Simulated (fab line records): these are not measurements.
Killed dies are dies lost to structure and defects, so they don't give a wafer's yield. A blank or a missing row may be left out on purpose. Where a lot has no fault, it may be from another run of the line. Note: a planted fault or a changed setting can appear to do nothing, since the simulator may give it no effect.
Which tool is to blame?	flow n5-finfet	Sampling: 24 lots, 72 wafers, 6 of 1938 route steps

== WHAT THE GAUGES READ, wafer by wafer ==
N5_BEOL_M4_CD_MEAS_28: target cd 26.2 nm, target cd y 24.1 nm.
lot	measured	on	cd-nm (nm)
L075	day 7 22:28	cd-sem-03	26.33 26.08 26.14
L076	day 8 02:31	cd-sem-03	26.11 26.47 26.45
L077	day 8 02:56	cd-sem-03	26.55 26.43 26.50
L074	day 8 11:25	cd-sem-02	26.46 26.17 26.10
L079	day 8 16:16	cd-sem-02	26.33 26.30 26.28
L078	day 8 16:36	cd-sem-02	26.56 26.20 26.61
L080	day 9 00:02	cd-sem-02	26.19 26.10 26.00
L081	day 9 07:24	cd-sem-02	26.46 26.50 26.53
L082	day 9 12:47	cd-sem-02	26.06 26.46 26.40
L083	day 10 01:00	cd-sem-01	26.12 26.29 26.40
L084	day 10 08:20	cd-sem-01	26.50 26.65 25.56
L085	day 10 09:55	cd-sem-02	26.51 26.38 25.92
L086	day 10 20:37	cd-sem-01	25.97 26.25 26.33
L087	day 11 00:02	cd-sem-03	25.98 26.38 26.51
L088	day 11 03:26	cd-sem-02	26.25 26.18 26.32
L089	day 11 11:00	cd-sem-01	27.08 26.29 26.56
L091	day 11 19:55	cd-sem-03	26.31 26.50 26.07
L090	day 11 20:08	cd-sem-03	26.24 26.12 26.52
L092	day 12 04:26	cd-sem-01	26.24 26.35 26.32
L094	day 12 15:08	cd-sem-01	26.63 26.08 26.24
L093	day 12 15:19	cd-sem-01	26.30 26.11 26.46
L095	day 13 00:55	cd-sem-03	26.42 26.23 25.85
L096	day 13 06:19	cd-sem-03	26.08 26.79 26.82
L097	day 13 07:16	cd-sem-03	26.46 26.26 26.36

N5_BEOL_M4_OVL_MEAS_29.
lot	measured	on	V3_OVL (nm)
L075	day 7 22:29	overlay-02	-1.1 -1.6 -0.8
L076	day 8 02:33	overlay-02	-0.6 -1.5 -1.1
L077	day 8 02:59	overlay-02	0.3 -0.7 0.7
L074	day 8 11:27	overlay-02	-0.3 -0.3 0.0
L079	day 8 16:18	overlay-01	0.8 0.6 0.4
L078	day 8 16:39	overlay-01	0.2 -0.9 -1.6
L080	day 9 00:05	overlay-01	-0.1 -0.3 -0.5
L081	day 9 07:26	overlay-02	-1.0 -1.0 -1.2
L082	day 9 12:50	overlay-01	-0.4 -0.5 -0.7
L083	day 10 01:02	overlay-01	-0.1 -0.6 -0.2
L084	day 10 08:22	overlay-02	0.4 -0.5 -1.2
L085	day 10 09:57	overlay-01	0.0 -0.6 -0.1
L086	day 10 20:39	overlay-01	-1.3 -0.4 -1.0
L087	day 11 00:04	overlay-01	-0.2 -0.2 -0.8
L088	day 11 03:29	overlay-01	-1.3 -1.8 -0.7
L089	day 11 11:02	overlay-01	-1.2 -0.9 -0.8
L091	day 11 19:58	overlay-02	-1.4 -1.1 -1.5
L090	day 11 20:10	overlay-01	-1.4 -0.8 -1.0
L092	day 12 04:28	overlay-02	-1.3 -0.1 -1.0
L094	day 12 15:10	overlay-01	-0.6 0.3 -0.2
L093	day 12 15:21	overlay-01	-0.5 -0.2 -1.2
L095	day 13 00:57	overlay-02	1.0 0.4 -0.4
L096	day 13 06:20	overlay-01	-1.0 -0.9 -0.7
L097	day 13 07:19	overlay-01	-0.6 -0.6 -0.8

N5_BEOL_M5_INSPECT_13: inspects for defects (brightfield).
lot	measured	on	raw-defect-count
L075	day 8 12:34	defect-inspect-01	371 254 381
L076	day 8 15:04	defect-inspect-01	273 258 275
L077	day 8 14:56	defect-inspect-02	323 485 465
L074	day 8 23:29	defect-inspect-02	447 310 404
L079	day 9 07:02	defect-inspect-02	457 449 494
L078	day 9 09:46	defect-inspect-01	400 371 403
L080	day 9 10:17	defect-inspect-02	410 472 436
L081	day 9 16:51	defect-inspect-02	456 541 375
L082	day 10 06:02	defect-inspect-01	518 466 437
L083	day 10 11:44	defect-inspect-02	263 392 308
L084	day 10 18:10	defect-inspect-02	496 501 473
L085	day 11 05:17	defect-inspect-01	258 431 232
L086	day 11 05:27	defect-inspect-02	678 675 491
L087	day 11 14:23	defect-inspect-02	457 537 592
L088	day 11 20:34	defect-inspect-01	406 276 307
L089	day 11 22:25	defect-inspect-02	413 258 307
L091	day 12 06:14	defect-inspect-02	589 589 476
L090	day 12 13:04	defect-inspect-02	316 410 498
L092	day 12 17:50	defect-inspect-02	323 343 329
L094	day 12 22:34	defect-inspect-02	375 392 424
L093	day 12 22:37	defect-inspect-02	448 796 486
L095	day 13 14:05	defect-inspect-02	364 369 348
L096	day 13 16:20	defect-inspect-01	248 403 353
L097	day 13 16:30	defect-inspect-01	420 262 375

== TOOL THAT RAN EACH LOT (tool first, then ch and the chambers of the sampled wafers, then the start) ==
lot	N5_BEOL_M4_ETCHBACK_99	N5_BEOL_M4_SPUTTER_79	N5_BEOL_M4_ANNEAL_93
L075	rie-diel-05 ch 0,1,3, day 8 04:30	pvd-sputter-01, day 8 07:02	pvd-sputter-01, day 8 08:13
L076	rie-diel-05 ch 0,1,3, day 8 08:32	pvd-sputter-03, day 8 10:13	pvd-sputter-03, day 8 11:23
L077	rie-diel-03 ch 1,3, day 8 08:36	pvd-sputter-01, day 8 10:00	pvd-sputter-01, day 8 11:11
L074	rie-diel-03 ch 1,2,3, day 8 13:13	pvd-sputter-03, day 8 14:56	pvd-sputter-03, day 8 16:07
L079	rie-diel-06 ch 0,2,3, day 8 22:17	pvd-sputter-02, day 9 00:26	pvd-sputter-02, day 9 01:46
L078	rie-diel-03 ch 0,3, day 9 00:48	pvd-sputter-03, day 9 02:47	pvd-sputter-03, day 9 03:58
L080	rie-diel-03 ch 1,2,3, day 9 01:41	pvd-sputter-01, day 9 03:29	pvd-sputter-01, day 9 04:40
L081	rie-diel-03 ch 1,2,3, day 9 09:10	pvd-sputter-03, day 9 10:44	pvd-sputter-03, day 9 11:55
L082	rie-diel-06 ch 0,1,3, day 9 21:56	pvd-sputter-03, day 9 23:47	pvd-sputter-03, day 10 00:58
L083	rie-diel-05 ch 0,1,3, day 10 03:59	pvd-sputter-02, day 10 06:03	pvd-sputter-02, day 10 07:14
L084	rie-diel-05 ch 0,1,3, day 10 10:03	pvd-sputter-02, day 10 11:29	pvd-sputter-02, day 10 12:40
L085	rie-diel-03 ch 0,3, day 10 21:28	pvd-sputter-01, day 10 23:07	pvd-sputter-01, day 11 00:17
L086	rie-diel-03 ch 0,3, day 10 21:56	pvd-sputter-03, day 10 23:38	pvd-sputter-03, day 11 00:49
L087	rie-diel-03 ch 0,1,2, day 11 04:34	pvd-sputter-02, day 11 07:36	pvd-sputter-02, day 11 08:47
L088	rie-diel-05 ch 2,3, day 11 13:20	pvd-sputter-01, day 11 14:50	pvd-sputter-01, day 11 16:01
L089	rie-diel-05 ch 2,3, day 11 13:50	pvd-sputter-02, day 11 16:58	pvd-sputter-02, day 11 18:09
L091	rie-diel-03 ch 0,3, day 11 22:09	pvd-sputter-03, day 12 00:36	pvd-sputter-03, day 12 01:47
L090	rie-diel-03 ch 0,3, day 12 03:14	pvd-sputter-02, day 12 05:32	pvd-sputter-02, day 12 06:52
L092	rie-diel-06 ch 2,3, day 12 09:15	pvd-sputter-01, day 12 12:38	pvd-sputter-01, day 12 13:49
L094	rie-diel-03 ch 0,2,3, day 12 15:40	pvd-sputter-02, day 12 17:13	pvd-sputter-02, day 12 18:23
L093	rie-diel-06 ch 0,1,3, day 12 15:46	pvd-sputter-03, day 12 17:19	pvd-sputter-03, day 12 18:30
L095	rie-diel-05 ch 1,2,3, day 13 06:38	pvd-sputter-01, day 13 08:11	pvd-sputter-01, day 13 09:22
L096	rie-diel-03 ch 1,2,3, day 13 09:24	pvd-sputter-01, day 13 11:28	pvd-sputter-01, day 13 12:38
L097	rie-diel-05 ch 0,2,3, day 13 09:32	pvd-sputter-02, day 13 11:31	pvd-sputter-02, day 13 12:42
- N5_BEOL_M4_ETCHBACK_99: etches SiO2 in CHF3, target depth 5 nm, time 10.4 s.
- N5_BEOL_M4_SPUTTER_79: material Cu, target thk 4.5 nm, time 8.29 s.
- N5_BEOL_M4_ANNEAL_93: time 240 s.

== AS READ BY THE TOOLS THEMSELVES (means over the sampled wafers that have a number; for cases with no such wafer, the mark the record gives instead) ==
N5_BEOL_M4_ETCHBACK_99.
lot	tool	drypump-motor-current-A (A)	oes-product-au (a.u.)	rf-vpp-V (V)	showerhead-plenum-p-Torr (Torr)	throttle-valve-pct (%)
L075	rie-diel-05	5.7	0.81	242	2.14	17.08
L076	rie-diel-05	5.7	0.81	242	2.14	17.08
L077	rie-diel-03	5.8	0.86	241	2.12	16.96
L074	rie-diel-03	5.7	0.85	244	2.15	16.97
L079	rie-diel-06	4.9	0.85	235	2.19	17.07
L078	rie-diel-03	5.8	0.79	245	2.17	17.21
L080	rie-diel-03	5.7	0.84	243	2.15	16.96
L081	rie-diel-03	5.7	0.84	244	2.15	16.97
L082	rie-diel-06	5.3	0.73	237	2.20	17.31
L083	rie-diel-05	5.7	0.79	241	2.13	17.10
L084	rie-diel-05	5.7	0.79	242	2.13	17.11
L085	rie-diel-03	6.0	0.93	245	2.14	17.07
L086	rie-diel-03	5.8	0.92	245	2.16	16.93
L087	rie-diel-03	6.0	0.89	244	2.13	16.97
L088	rie-diel-05	5.7	0.69	235	2.10	17.27
L089	rie-diel-05	5.7	0.70	236	2.10	17.28
L091	rie-diel-03	6.0	0.90	245	2.14	17.08
L090	rie-diel-03	6.0	0.89	247	2.14	17.09
L092	rie-diel-06	4.8	0.73	237	2.19	17.34
L094	rie-diel-03	5.9	0.86	247	2.16	16.97
L093	rie-diel-06	5.3	0.82	237	2.19	17.18
L095	rie-diel-05	5.3	0.72	238	2.11	17.16
L096	rie-diel-03	5.7	0.86	244	2.14	16.89
L097	rie-diel-05	5.6	0.73	235	2.08	17.27

N5_BEOL_M4_SPUTTER_79.
lot	tool	chamber-pressure-pa (Pa)	throttle-valve-pct (%)
L075	pvd-sputter-01	0.07	29.3
L076	pvd-sputter-03	0.07	29.7
L077	pvd-sputter-01	0.07	29.5
L074	pvd-sputter-03	0.07	30.4
L079	pvd-sputter-02	0.07	29.6
L078	pvd-sputter-03	0.07	30.0
L080	pvd-sputter-01	0.07	29.5
L081	pvd-sputter-03	0.07	29.9
L082	pvd-sputter-03	0.07	29.8
L083	pvd-sputter-02	0.07	29.7
L084	pvd-sputter-02	0.07	30.1
L085	pvd-sputter-01	0.07	28.9
L086	pvd-sputter-03	0.07	30.4
L087	pvd-sputter-02	0.07	29.8
L088	pvd-sputter-01	0.07	28.7
L089	pvd-sputter-02	0.07	30.6
L091	pvd-sputter-03	0.07	29.7
L090	pvd-sputter-02	0.07	29.8
L092	pvd-sputter-01	0.07	29.7
L094	pvd-sputter-02	0.07	30.0
L093	pvd-sputter-03	0.07	30.2
L095	pvd-sputter-01	0.07	29.6
L096	pvd-sputter-01	0.07	29.1
L097	pvd-sputter-02	0.07	29.8

N5_BEOL_M4_ANNEAL_93.
lot	tool	heater-power-w (W)
L075	pvd-sputter-01	863
L076	pvd-sputter-03	808
L077	pvd-sputter-01	799
L074	pvd-sputter-03	881
L079	pvd-sputter-02	798
L078	pvd-sputter-03	870
L080	pvd-sputter-01	800
L081	pvd-sputter-03	810
L082	pvd-sputter-03	805
L083	pvd-sputter-02	852
L084	pvd-sputter-02	822
L085	pvd-sputter-01	861
L086	pvd-sputter-03	883
L087	pvd-sputter-02	879
L088	pvd-sputter-01	789
L089	pvd-sputter-02	856
L091	pvd-sputter-03	806
L090	pvd-sputter-02	790
L092	pvd-sputter-01	795
L094	pvd-sputter-02	870
L093	pvd-sputter-03	855
L095	pvd-sputter-01	804
L096	pvd-sputter-01	814
L097	pvd-sputter-02	874

== THE ANSWER, worked out from the rows above alone ==
Rule: the usual values come from the lots themselves. Put in order of their means at a reading, lots are off if they are a third of the lots or fewer, leave a main group of 4 or more, and stand apart from it by a gap of 3 or more times the standard deviation of the main group's means; of several such gaps the widest counts. A main group whose means are all the same, to the digits that the tables above print for the reading, isn't used. A lot without any number at a reading at which 4 lots or more have one is off too. All remaining lots with rows at the step are treated as sound. After the gauges, taken in route order, come the tools' own readings; for these a lot's mean is taken, as printed above. The first step at which some lot is off is used, and at that step the reading that is off furthest; a lot without a number counts as furthest.
None of the lots is off at any reading shown; this tells nothing.

== WHAT WAS PUT IN BY THE SIMULATOR ==
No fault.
